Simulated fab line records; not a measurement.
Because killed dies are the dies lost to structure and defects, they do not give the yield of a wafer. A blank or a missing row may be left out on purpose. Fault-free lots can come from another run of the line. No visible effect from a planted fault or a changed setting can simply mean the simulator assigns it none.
What tool caused it? + flow n5_finfet + Sampling: 21 lots, 63 wafers, 6 of 1938 route steps

WHAT EACH GAUGE READ, for each wafer
The record lacks any reading of a measuring or inspecting step that a usual standard deviation could be used to judge.

WHICH TOOL RAN EACH LOT (tool, then ch and the chambers of the sampled wafers, then the start)
| lot  | N5_BEOL_M7_DESCUM_16               | N5_BEOL_M7_ETCH_66                 | N5_BEOL_M7_STRIP_36                | N5_BEOL_M7_CMP_52             | N5_BEOL_M8_ILD_DEP_00           | N5_BEOL_M8_ETCH_61                 |
|------|------------------------------------|------------------------------------|------------------------------------|-------------------------------|---------------------------------|------------------------------------|
| L074 | rie_diel-05 ch 0,1,2, day 8 19:17  | rie_diel-03 ch 1,2,3, day 8 20:23  | rie_diel-03 ch 1,2,3, day 8 20:33  | cmp-03 ch 0,3, day 8 23:46    | pecvd-04 ch 0, day 9 00:16      | rie_diel-02 ch 0,2, day 9 01:34    |
| L075 | rie_diel-04 ch 0,2,3, day 9 04:55  | rie_diel-04 ch 0,1,3, day 9 07:43  | rie_diel-04 ch 0,1,3, day 9 07:52  | cmp-03 ch 1,2, day 9 10:20    | pecvd-01 ch 1,2, day 9 10:50    | rie_diel-02 ch 0,1, day 9 13:14    |
| L076 | rie_diel-03 ch 0,2,3, day 9 04:58  | rie_diel-03 ch 1,2, day 9 07:36    | rie_diel-03 ch 1,2, day 9 07:45    | cmp-01 ch 1,2,3, day 9 10:22  | pecvd-03 ch 0, day 9 10:47      | rie_diel-06 ch 0,1, day 9 12:57    |
| L077 | rie_diel-03 ch 0,1, day 9 21:34    | rie_diel-05 ch 0,1,3, day 9 22:40  | rie_diel-05 ch 0,1,3, day 9 22:49  | cmp-02 ch 1,2,3, day 10 01:01 | pecvd-03 ch 0,1, day 10 01:30   | rie_diel-06 ch 0,1,2, day 10 03:22 |
| L079 | rie_diel-03 ch 1,2, day 10 03:01   | rie_diel-05 ch 0,2,3, day 10 05:07 | rie_diel-05 ch 0,2,3, day 10 05:16 | cmp-03 ch 0,2,3, day 10 07:56 | pecvd-04 ch 1,2, day 10 08:23   | rie_diel-01 ch 0,2,3, day 10 11:17 |
| L078 | rie_diel-05 ch 1,2, day 10 03:49   | rie_diel-03 ch 0,3, day 10 06:25   | rie_diel-03 ch 0,3, day 10 06:34   | cmp-01 ch 2,3, day 10 09:20   | pecvd-04 ch 0,1,2, day 10 09:47 | rie_diel-02 ch 1,2, day 10 12:04   |
| L080 | rie_diel-03 ch 0,1,2, day 10 07:11 | rie_diel-04 ch 1,2,3, day 10 10:11 | rie_diel-04 ch 1,2,3, day 10 10:20 | cmp-03 ch 1,2,3, day 10 12:35 | pecvd-04 ch 0,2, day 10 13:02   | rie_diel-06 ch 0,2,3, day 10 15:13 |
| L081 | rie_diel-03 ch 2,3, day 10 21:15   | rie_diel-03 ch 1,3, day 11 01:49   | rie_diel-03 ch 1,3, day 11 01:58   | cmp-03 ch 0,2,3, day 11 06:13 | pecvd-03 ch 0,2, day 11 06:43   | rie_diel-01 ch 0,3, day 11 08:47   |
| L082 | rie_diel-05 ch 0,1,3, day 11 10:34 | rie_diel-03 ch 1,2,3, day 11 11:40 | rie_diel-03 ch 1,2,3, day 11 11:50 | cmp-02 ch 0,1,2, day 11 14:28 | pecvd-03 ch 0,2, day 11 14:55   | rie_diel-06 ch 0,1, day 11 17:04   |
| L083 | rie_diel-05 ch 0,1,3, day 11 16:44 | rie_diel-03 ch 1,3, day 11 19:07   | rie_diel-03 ch 1,3, day 11 19:16   | cmp-03 ch 0,1,2, day 11 22:37 | pecvd-03 ch 0,1,2, day 11 23:07 | rie_diel-02 ch 0,1, day 12 03:23   |
| L084 | rie_diel-03 ch 0,2,3, day 11 22:07 | rie_diel-03 ch 1,2,3, day 12 01:53 | rie_diel-03 ch 1,2,3, day 12 02:02 | cmp-01 ch 0,1,3, day 12 04:33 | pecvd-04 ch 0,2, day 12 05:02   | rie_diel-02 ch 1,2,3, day 12 09:50 |
| L087 | rie_diel-03 ch 0,1, day 12 20:03   | rie_diel-04 ch 0,2,3, day 12 23:04 | rie_diel-04 ch 0,2,3, day 12 23:13 | cmp-03 ch 0,1,2, day 13 02:42 | pecvd-03 ch 0,1,2, day 13 03:04 | rie_diel-01 ch 0,1, day 13 06:28   |
| L085 | rie_diel-05 ch 0,2, day 12 23:19   | rie_diel-04 ch 0,1,2, day 13 00:18 | rie_diel-04 ch 0,1,2, day 13 00:27 | cmp-01 ch 0,1,3, day 13 02:49 | pecvd-04 ch 0,1,2, day 13 03:19 | rie_diel-01 ch 0,2, day 13 06:43   |
| L086 | rie_diel-04 ch 1,2,3, day 12 23:53 | rie_diel-04 ch 1,2,3, day 13 01:20 | rie_diel-04 ch 1,2,3, day 13 01:29 | cmp-01 ch 1,2, day 13 05:31   | pecvd-04 ch 0,1,2, day 13 06:01 | rie_diel-06 ch 0,1, day 13 07:44   |
| L090 | rie_diel-05 ch 1,2,3, day 13 06:06 | rie_diel-05 ch 1,2,3, day 13 11:22 | rie_diel-05 ch 1,2,3, day 13 11:31 | cmp-02 ch 0,1,2, day 13 13:53 | pecvd-03 ch 0,2, day 13 14:22   | rie_diel-06 ch 0,1,2, day 13 18:34 |
| L089 | rie_diel-05 ch 0,1, day 13 07:24   | rie_diel-03 ch 2,3, day 13 11:39   | rie_diel-03 ch 2,3, day 13 11:48   | cmp-02 ch 0,3, day 13 14:09   | pecvd-03 ch 0,1,2, day 13 14:38 | rie_diel-02 ch 2,3, day 13 18:38   |
| L091 | rie_diel-05 ch 0,1,2, day 13 21:55 | rie_diel-03 ch 0,1,2, day 13 23:10 | rie_diel-03 ch 0,1,2, day 13 23:19 | cmp-03 ch 0,1,2, day 14 01:34 | pecvd-03 ch 0,1,2, day 14 02:03 | rie_diel-01 ch 0,1,2, day 14 04:02 |
| L092 | rie_diel-04 ch 0,1,3, day 13 22:07 | rie_diel-04 ch 2,3, day 13 23:20   | rie_diel-04 ch 2,3, day 13 23:29   | cmp-01 ch 1,2,3, day 14 02:11 | pecvd-03 ch 0,1, day 14 02:35   | rie_diel-02 ch 1,2,3, day 14 04:17 |
| L093 | rie_diel-04 ch 0,1,2, day 14 01:44 | rie_diel-03 ch 0,1,2, day 14 03:19 | rie_diel-03 ch 0,1,2, day 14 03:28 | cmp-03 ch 1,2, day 14 05:27   | pecvd-03 ch 0,2, day 14 05:56   | rie_diel-01 ch 0,2,3, day 14 09:24 |
| L096 | rie_diel-03 ch 0,1,2, day 15 07:01 | rie_diel-04 ch 0,3, day 15 08:44   | rie_diel-04 ch 0,3, day 15 08:54   | cmp-01 ch 0,1,2, day 15 11:21 | pecvd-04 ch 0,1, day 15 11:44   | rie_diel-06 ch 0,1, day 15 13:46   |
| L097 | rie_diel-05 ch 0,1,3, day 15 14:37 | rie_diel-05 ch 0,1,3, day 15 16:16 | rie_diel-05 ch 0,1,3, day 15 16:26 | cmp-02 ch 2,3, day 15 19:38   | pecvd-03 ch 1,2, day 15 20:07   | rie_diel-02 ch 0,2,3, day 15 22:39 |
- N5_BEOL_M7_DESCUM_16: chemistry O2, time 7.9 s.
- N5_BEOL_M7_ETCH_66: etches SOC in N2/H2, target depth 80 nm, overetch 16 nm, time 120 s.
- N5_BEOL_M7_STRIP_36: strips in N2/H2.
- N5_BEOL_M7_CMP_52: polishes, stops on SiCOH lowk, t overpolish 6.9 s, target thk 80 nm.
- N5_BEOL_M8_ILD_DEP_00: deposits SiCOH lowk from DEMS/porogen, target thk 179.75 nm, time 33.4 s.
- N5_BEOL_M8_ETCH_61: etches SiARC in CF4, target depth 45.5 nm, time 75.8 s.

AS READ BY THE TOOLS THEMSELVES (means over the sampled wafers that have a number; for cases with no such wafer, the mark the record gives instead)
N5_BEOL_M7_DESCUM_16. Usual: drypump_motor_current_A 5.8 A, standard deviation 0.39; oes_product_au 0.75 a.u., standard deviation 0.056; rf_vpp_V 243.5 V, standard deviation 1.2; showerhead_plenum_p_Torr 2.11 Torr, standard deviation 0.055; throttle_valve_pct 20.49 %, standard deviation 0.13.
| lot  | tool        | drypump_motor_current_A (A) | oes_product_au (a.u.) | rf_vpp_V (V) | showerhead_plenum_p_Torr (Torr) | throttle_valve_pct (%) | flag |
|------|-------------|-----------------------------|-----------------------|--------------|---------------------------------|------------------------|------|
| L074 | rie_diel-05 | 5.6                         | 0.75                  | 243.8        | 2.15                            | 20.59                  |      |
| L075 | rie_diel-04 | 6.1                         | 0.77                  | 244.9        | 2.13                            | 20.37                  |      |
| L076 | rie_diel-03 | 5.8                         | 0.73                  | 242.2        | 2.07                            | 20.41                  |      |
| L077 | rie_diel-03 | 6.3                         | 0.77                  | 242.6        | 2.06                            | 20.41                  |      |
| L079 | rie_diel-03 | 5.9                         | 0.82                  | 242.1        | 2.06                            | 20.33                  |      |
| L078 | rie_diel-05 | 5.7                         | 0.72                  | 243.2        | 2.16                            | 20.62                  |      |
| L080 | rie_diel-03 | 5.9                         | 0.77                  | 243.8        | 2.06                            | 20.36                  |      |
| L081 | rie_diel-03 | 5.5                         | 0.72                  | 242.1        | 2.08                            | 20.37                  |      |
| L082 | rie_diel-05 | 5.6                         | 0.78                  | 245.2        | 2.16                            | 20.54                  |      |
| L083 | rie_diel-05 | 5.6                         | 0.77                  | 244.5        | 2.16                            | 20.54                  |      |
| L084 | rie_diel-03 | 5.8                         | 0.71                  | 242.4        | 2.07                            | 20.43                  |      |
| L087 | rie_diel-03 | 6.1                         | 0.79                  | 242.8        | 2.04                            | 20.40                  |      |
| L085 | rie_diel-05 | 5.4                         | 0.75                  | 243.8        | 2.12                            | 20.67                  |      |
| L086 | rie_diel-04 | 6.4                         | 0.71                  | 242.5        | 2.08                            | 20.52                  |      |
| L090 | rie_diel-05 | 5.8                         | 0.74                  | 244.6        | 2.17                            | 20.57                  |      |
| L089 | rie_diel-05 | 5.4                         | 0.74                  | 244.3        | 2.12                            | 20.64                  |      |
| L091 | rie_diel-05 | 5.6                         | 0.72                  | 243.8        | 2.13                            | 20.66                  |      |
| L092 | rie_diel-04 | 6.0                         | 0.73                  | 243.9        | 2.12                            | 20.50                  |      |
| L093 | rie_diel-04 | 6.0                         | 0.74                  | 243.6        | 2.12                            | 20.49                  |      |
| L096 | rie_diel-03 | 6.0                         | 0.74                  | 242.4        | 2.05                            | 20.41                  |      |
| L097 | rie_diel-05 | 5.6                         | 0.75                  | 244.1        | 2.15                            | 20.59                  |      |

N5_BEOL_M7_ETCH_66. Usual: drypump_motor_current_A 5.9 A, standard deviation 0.42; oes_product_au 0.57 a.u., standard deviation 0.04; rf_vpp_V 524.0 V, standard deviation 1.9; showerhead_plenum_p_Torr 2.55 Torr, standard deviation 0.065; throttle_valve_pct 17.89 %, standard deviation 0.14.
| lot  | tool        | drypump_motor_current_A (A) | oes_product_au (a.u.) | rf_vpp_V (V) | showerhead_plenum_p_Torr (Torr) | throttle_valve_pct (%) | flag |
|------|-------------|-----------------------------|-----------------------|--------------|---------------------------------|------------------------|------|
| L074 | rie_diel-03 | 5.7                         | 0.59                  | 523.0        | 2.51                            | 17.80                  |      |
| L075 | rie_diel-04 | 6.1                         | 0.59                  | 525.0        | 2.59                            | 17.83                  |      |
| L076 | rie_diel-03 | 5.9                         | 0.62                  | 523.3        | 2.49                            | 17.74                  |      |
| L077 | rie_diel-05 | 5.6                         | 0.60                  | 526.1        | 2.63                            | 17.97                  |      |
| L079 | rie_diel-05 | 5.5                         | 0.60                  | 526.9        | 2.63                            | 18.03                  |      |
| L078 | rie_diel-03 | 6.1                         | 0.55                  | 523.4        | 2.51                            | 17.89                  |      |
| L080 | rie_diel-04 | 6.4                         | 0.55                  | 524.0        | 2.53                            | 17.94                  |      |
| L081 | rie_diel-03 | 5.8                         | 0.57                  | 523.4        | 2.50                            | 17.91                  |      |
| L082 | rie_diel-03 | 5.7                         | 0.57                  | 523.4        | 2.50                            | 17.83                  |      |
| L083 | rie_diel-03 | 5.8                         | 0.56                  | 522.1        | 2.50                            | 17.92                  |      |
| L084 | rie_diel-03 | 5.7                         | 0.57                  | 522.6        | 2.50                            | 17.83                  |      |
| L087 | rie_diel-04 | 6.2                         | 0.57                  | 524.1        | 2.57                            | 17.81                  |      |
| L085 | rie_diel-04 | 6.1                         | 0.57                  | 524.6        | 2.58                            | 17.89                  |      |
| L086 | rie_diel-04 | 6.4                         | 0.54                  | 523.6        | 2.52                            | 17.96                  |      |
| L090 | rie_diel-05 | 5.7                         | 0.57                  | 526.3        | 2.64                            | 17.98                  |      |
| L089 | rie_diel-03 | 5.6                         | 0.53                  | 523.4        | 2.51                            | 17.90                  |      |
| L091 | rie_diel-03 | 6.0                         | 0.58                  | 522.4        | 2.49                            | 17.82                  |      |
| L092 | rie_diel-04 | 6.5                         | 0.53                  | 523.5        | 2.52                            | 17.89                  |      |
| L093 | rie_diel-03 | 6.0                         | 0.58                  | 522.6        | 2.49                            | 17.83                  |      |
| L096 | rie_diel-04 | 5.8                         | 0.58                  | 525.9        | 2.62                            | 17.76                  |      |
| L097 | rie_diel-05 | 5.6                         | 0.57                  | 525.8        | 2.61                            | 18.05                  |      |

N5_BEOL_M7_STRIP_36. Usual: drypump_motor_current_A 5.9 A, standard deviation 0.42; oes_product_au 0.74 a.u., standard deviation 0.056; rf_vpp_V 59.3 V, standard deviation 1.5; showerhead_plenum_p_Torr 2.54 Torr, standard deviation 0.065; throttle_valve_pct 23.72 %, standard deviation 0.19.
| lot  | tool        | drypump_motor_current_A (A) | oes_product_au (a.u.) | rf_vpp_V (V) | showerhead_plenum_p_Torr (Torr) | throttle_valve_pct (%) | flag |
|------|-------------|-----------------------------|-----------------------|--------------|---------------------------------|------------------------|------|
| L074 | rie_diel-03 | 5.7                         | 0.77                  | 59.7         | 2.50                            | 23.64                  |      |
| L075 | rie_diel-04 | 6.0                         | 0.77                  | 58.6         | 2.59                            | 23.70                  |      |
| L076 | rie_diel-03 | 5.8                         | 0.83                  | 59.0         | 2.49                            | 23.70                  |      |
| L077 | rie_diel-05 | 5.6                         | 0.79                  | 58.3         | 2.63                            | 23.86                  |      |
| L079 | rie_diel-05 | 5.6                         | 0.78                  | 59.2         | 2.62                            | 23.94                  |      |
| L078 | rie_diel-03 | 6.1                         | 0.70                  | 58.1         | 2.50                            | 23.61                  |      |
| L080 | rie_diel-04 | 6.4                         | 0.72                  | 60.8         | 2.53                            | 23.76                  |      |
| L081 | rie_diel-03 | 5.7                         | 0.74                  | 58.8         | 2.50                            | 23.70                  |      |
| L082 | rie_diel-03 | 5.7                         | 0.76                  | 60.8         | 2.50                            | 23.68                  |      |
| L083 | rie_diel-03 | 5.7                         | 0.74                  | 59.9         | 2.49                            | 23.72                  |      |
| L084 | rie_diel-03 | 5.7                         | 0.76                  | 58.7         | 2.49                            | 23.66                  |      |
| L087 | rie_diel-04 | 6.1                         | 0.74                  | 59.4         | 2.57                            | 23.65                  |      |
| L085 | rie_diel-04 | 6.0                         | 0.75                  | 59.3         | 2.57                            | 23.73                  |      |
| L086 | rie_diel-04 | 6.4                         | 0.71                  | 59.5         | 2.52                            | 23.79                  |      |
| L090 | rie_diel-05 | 5.7                         | 0.74                  | 59.5         | 2.64                            | 23.77                  |      |
| L089 | rie_diel-03 | 5.6                         | 0.69                  | 59.9         | 2.50                            | 23.62                  |      |
| L091 | rie_diel-03 | 6.0                         | 0.75                  | 58.4         | 2.49                            | 23.67                  |      |
| L092 | rie_diel-04 | 6.5                         | 0.68                  | 58.9         | 2.52                            | 23.71                  |      |
| L093 | rie_diel-03 | 5.9                         | 0.75                  | 61.0         | 2.49                            | 23.67                  |      |
| L096 | rie_diel-04 | 5.8                         | 0.76                  | 59.7         | 2.62                            | 23.58                  |      |
| L097 | rie_diel-05 | 5.6                         | 0.74                  | 59.1         | 2.61                            | 23.94                  |      |

N5_BEOL_M7_CMP_52. Usual: barrier_field_endpoint_s 28.7 s, standard deviation 0.59; motor_current_A 6.2 A, standard deviation 0.5; overpolish_run_s 6.899 s, standard deviation 0.0086; time_to_endpoint_s 61.8 s, standard deviation 2.5.
| lot  | tool   | barrier_field_endpoint_s (s) | motor_current_A (A) | overpolish_run_s (s) | time_to_endpoint_s (s) | flag |
|------|--------|------------------------------|---------------------|----------------------|------------------------|------|
| L074 | cmp-03 | 28.4                         | 6.0                 | 6.897                | 62.1                   |      |
| L075 | cmp-03 | 28.7                         | 6.5                 | 6.897                | 61.8                   |      |
| L076 | cmp-01 | 29.4                         | 6.1                 | 6.896                | 63.8                   |      |
| L077 | cmp-02 | 28.0                         | 6.0                 | 6.897                | 59.7                   |      |
| L079 | cmp-03 | 29.5                         | 6.0                 | 6.892                | 66.0                   |      |
| L078 | cmp-01 | 28.4                         | 6.3                 | 6.900                | 60.5                   |      |
| L080 | cmp-03 | 28.8                         | 6.3                 | 6.898                | 61.8                   |      |
| L081 | cmp-03 | 28.6                         | 6.1                 | 6.903                | 62.4                   |      |
| L082 | cmp-02 | 28.5                         | 5.8                 | 6.904                | 58.0                   |      |
| L083 | cmp-03 | 28.8                         | 6.2                 | 6.907                | 61.1                   |      |
| L084 | cmp-01 | 29.3                         | 6.1                 | 6.909                | 64.2                   |      |
| L087 | cmp-03 | 28.4                         | 6.2                 | 6.902                | 64.9                   |      |
| L085 | cmp-01 | 28.7                         | 6.1                 | 6.901                | 63.6                   |      |
| L086 | cmp-01 | 29.0                         | 6.4                 | 6.903                | 64.3                   |      |
| L090 | cmp-02 | 28.8                         | 5.8                 | 6.889                | 60.2                   |      |
| L089 | cmp-02 | 28.8                         | 6.6                 | 6.896                | 62.6                   |      |
| L091 | cmp-03 | 28.3                         | 6.2                 | 6.909                | 59.8                   |      |
| L092 | cmp-01 | 28.4                         | 6.1                 | 6.909                | 62.3                   |      |
| L093 | cmp-03 | 28.1                         | 6.1                 | 6.895                | 59.5                   |      |
| L096 | cmp-01 | 28.5                         | 6.5                 | 6.902                | 60.2                   |      |
| L097 | cmp-02 | 29.4                         | 6.2                 | 6.900                | 61.3                   |      |

N5_BEOL_M8_ILD_DEP_00. Usual: heater_power_w 297 W, standard deviation 30; showerhead_plenum_p_Torr 5.732 Torr, standard deviation 0.028; throttle_valve_pct 13.7 %, standard deviation 0.89.
| lot  | tool     | heater_power_w (W) | showerhead_plenum_p_Torr (Torr) | throttle_valve_pct (%) | flag |
|------|----------|--------------------|---------------------------------|------------------------|------|
| L074 | pecvd-04 | 255                | 5.744                           | 15.5                   |      |
| L075 | pecvd-01 | 263                | 5.727                           | 14.5                   |      |
| L076 | pecvd-03 | 335                | 5.690                           | 13.5                   |      |
| L077 | pecvd-03 | 333                | 5.742                           | 14.0                   |      |
| L079 | pecvd-04 | 252                | 5.742                           | 13.1                   |      |
| L078 | pecvd-04 | 270                | 5.730                           | 13.8                   |      |
| L080 | pecvd-04 | 267                | 5.751                           | 14.4                   |      |
| L081 | pecvd-03 | 340                | 5.736                           | 12.8                   |      |
| L082 | pecvd-03 | 291                | 5.712                           | 13.2                   |      |
| L083 | pecvd-03 | 313                | 5.730                           | 13.4                   |      |
| L084 | pecvd-04 | 271                | 5.752                           | 13.7                   |      |
| L087 | pecvd-03 | 329                | 5.731                           | 13.3                   |      |
| L085 | pecvd-04 | 266                | 5.738                           | 13.7                   |      |
| L086 | pecvd-04 | 261                | 5.746                           | 13.9                   |      |
| L090 | pecvd-03 | 302                | 5.721                           | 13.3                   |      |
| L089 | pecvd-03 | 302                | 5.731                           | 13.4                   |      |
| L091 | pecvd-03 | 308                | 5.729                           | 13.6                   |      |
| L092 | pecvd-03 | 295                | 5.710                           | 13.9                   |      |
| L093 | pecvd-03 | 304                | 5.747                           | 12.9                   |      |
| L096 | pecvd-04 | 271                | 5.733                           | 14.5                   |      |
| L097 | pecvd-03 | 323                | 5.748                           | 13.7                   |      |

N5_BEOL_M8_ETCH_61. Usual: drypump_motor_current_A 5.7 A, standard deviation 0.33; etch_rf_on_time_s 74.9 s, standard deviation 1; oes_product_au 0.69 a.u., standard deviation 0.071; rf_vpp_V 184.0 V, standard deviation 1.2; showerhead_plenum_p_Torr 2.14 Torr, standard deviation 0.068; throttle_valve_pct 15.48 %, standard deviation 0.15.
| lot  | tool        | drypump_motor_current_A (A) | etch_rf_on_time_s (s) | oes_product_au (a.u.) | rf_vpp_V (V) | showerhead_plenum_p_Torr (Torr) | throttle_valve_pct (%) | flag |
|------|-------------|-----------------------------|-----------------------|-----------------------|--------------|---------------------------------|------------------------|------|
| L074 | rie_diel-02 | 5.8                         | 73.3                  | 0.66                  | 183.9        | 2.17                            | 15.38                  |      |
| L075 | rie_diel-02 | 5.9                         | 73.7                  | 0.66                  | 184.1        | 2.17                            | 15.39                  |      |
| L076 | rie_diel-06 | 5.4                         | 74.0                  | 0.68                  | 185.0        | 2.22                            | 15.49                  |      |
| L077 | rie_diel-06 | 5.5                         | 74.5                  | 0.70                  | 184.2        | 2.16                            | 15.46                  |      |
| L079 | rie_diel-01 | 5.8                         | 75.2                  | 0.77                  | 183.5        | 2.10                            | 15.32                  |      |
| L078 | rie_diel-02 | 5.8                         | 74.7                  | 0.74                  | 184.7        | 2.10                            | 15.35                  |      |
| L080 | rie_diel-06 | 5.7                         | 74.5                  | 0.68                  | 183.7        | 2.13                            | 15.55                  |      |
| L081 | rie_diel-01 | 6.0                         | 75.1                  | 0.78                  | 183.1        | 2.10                            | 15.40                  |      |
| L082 | rie_diel-06 | 5.4                         | 74.7                  | 0.67                  | 185.1        | 2.21                            | 15.52                  |      |
| L083 | rie_diel-02 | 5.8                         | 75.2                  | 0.64                  | 184.2        | 2.17                            | 15.43                  |      |
| L084 | rie_diel-02 | 5.6                         | 76.0                  | 0.67                  | 183.2        | 2.12                            | 15.45                  |      |
| L087 | rie_diel-01 | 5.4                         | 75.9                  | 0.78                  | 183.7        | 2.10                            | 15.59                  |      |
| L085 | rie_diel-01 | 5.5                         | 73.6                  | 0.73                  | 183.1        | 2.08                            | 15.32                  |      |
| L086 | rie_diel-06 | 5.5                         | 75.6                  | 0.62                  | 183.8        | 2.16                            | 15.58                  |      |
| L090 | rie_diel-06 | 5.5                         | 75.5                  | 0.66                  | 184.0        | 2.15                            | 15.53                  |      |
| L089 | rie_diel-02 | 5.5                         | 74.4                  | 0.67                  | 184.0        | 2.12                            | 15.47                  |      |
| L091 | rie_diel-01 | 5.5                         | 75.7                  | 0.74                  | 183.5        | 2.09                            | 15.48                  |      |
| L092 | rie_diel-02 | 5.6                         | 74.9                  | 0.67                  | 183.5        | 2.12                            | 15.48                  |      |
| L093 | rie_diel-01 | 5.7                         | 74.8                  | 0.73                  | 183.4        | 2.08                            | 15.38                  |      |
| L096 | rie_diel-06 | 5.4                         | 74.6                  | 0.64                  | 184.5        | 2.20                            | 15.59                  |      |
| L097 | rie_diel-02 | 5.6                         | 74.1                  | 0.62                  | 183.9        | 2.15                            | 15.52                  |      |

THE ANSWER, worked out from the rows above alone
Rule: lot off if the mean of its wafers having a number is beyond 3 standard deviations from the usual mean. Also off: a lot with no number at a reading for which 4 or more lots have one. Any other lot the step has rows for is counted as sound. After the gauges, taken in route order, come the tools' own readings; for these a lot's mean is taken, as printed above. At the first step where some lot is off, the reading lying furthest off is the one used; lots without a number count as furthest.
Across all readings shown, no lot is off: no conclusion can be drawn from this.

WHAT WAS PUT IN BY THE SIMULATOR
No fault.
